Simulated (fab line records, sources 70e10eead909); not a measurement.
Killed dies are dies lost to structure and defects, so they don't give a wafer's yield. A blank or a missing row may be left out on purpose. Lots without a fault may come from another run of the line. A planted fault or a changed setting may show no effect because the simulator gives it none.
One fault seen from 2 desks | flow nand_harc | each desk has only its own numbers; what lay behind them comes last

THE TOOL OWNER'S DESK: rie_diel-07
The tool's own readings at NHARC_A_STAIRCASE_STRIP_295 (strips in O2): means of the sampled wafers that have a number, for each lot that ran on this tool. A lot is out of limits, marked OUT, if its mean lies more than 4 standard deviations from the usual mean; the brackets give that distance.
Columns: A = chamber_pressure_mTorr at NHARC_A_STAIRCASE_STRIP_295, usual 59.99 mTorr; B = drypump_motor_current_A at NHARC_A_STAIRCASE_STRIP_295, usual 5.9 A; C = mfc_ar_sccm at NHARC_A_STAIRCASE_STRIP_295, usual 0.009 sccm; D = oes_product_au at NHARC_A_STAIRCASE_STRIP_295, usual 1.002 a.u.; E = rf_vpp_V at NHARC_A_STAIRCASE_STRIP_295, usual 58.0 V; F = showerhead_plenum_p_Torr at NHARC_A_STAIRCASE_STRIP_295, usual 3.58 Torr; G = throttle_valve_pct at NHARC_A_STAIRCASE_STRIP_295, usual 17.037 %
lot  | first seen here | A     | B   | C     | D     | E    | F    | G
L679 | day 18 12:40    | 60.06 | 5.8 | 0.012 | 0.993 | 58.3 | 3.74 | 17.037
L682 | day 19 20:01    | 59.99 | 5.8 | 0.009 | 0.998 | 57.8 | 3.57 | 17.039
L683 | day 19 23:05    | 59.91 | 6.1 | 0.019 | 0.998 | 58.5 | 3.64 | 17.039
L690 | day 22 15:19    | 59.95 | 5.9 | 0.011 | 1.002 | 58.6 | 3.52 | 17.040
This desk's finding: nothing out of limits on any of the 4 lots.

THE METROLOGY DESK
What the gauges read, lot by lot, whatever tool the lot ran on: means of the sampled wafers that have a number. A lot is out of limits, marked OUT, if its mean lies more than 4 standard deviations from the usual mean; the brackets give that distance.
Columns: A = cd_nm at NHARC_THIN_TSV_CD_MEAS_12, usual 1000.2 nm
lot  | first seen here | A
L675 | day 24 12:14    | 1001.0
L677 | day 24 17:42    | 998.6
L678 | day 24 21:58    | 1004.3
L679 | day 25 06:20    | 1001.1
L682 | day 26 18:51    | 1001.2
L683 | day 26 20:11    | 1000.3
L690 | day 29 18:10    | 1000.1
L689 | day 29 19:22    | 1003.7
L692 | day 30 19:31    | 1000.4
L698 | day 32 14:08    | 999.2
L695 | day 32 17:31    | 998.7
This desk's finding: nothing out of limits on any of the 11 lots.

PUT TOGETHER
The tool owner's desk saw nothing out of limits.
The metrology desk saw nothing out of limits.

WHAT THE SIMULATOR HAD PUT IN
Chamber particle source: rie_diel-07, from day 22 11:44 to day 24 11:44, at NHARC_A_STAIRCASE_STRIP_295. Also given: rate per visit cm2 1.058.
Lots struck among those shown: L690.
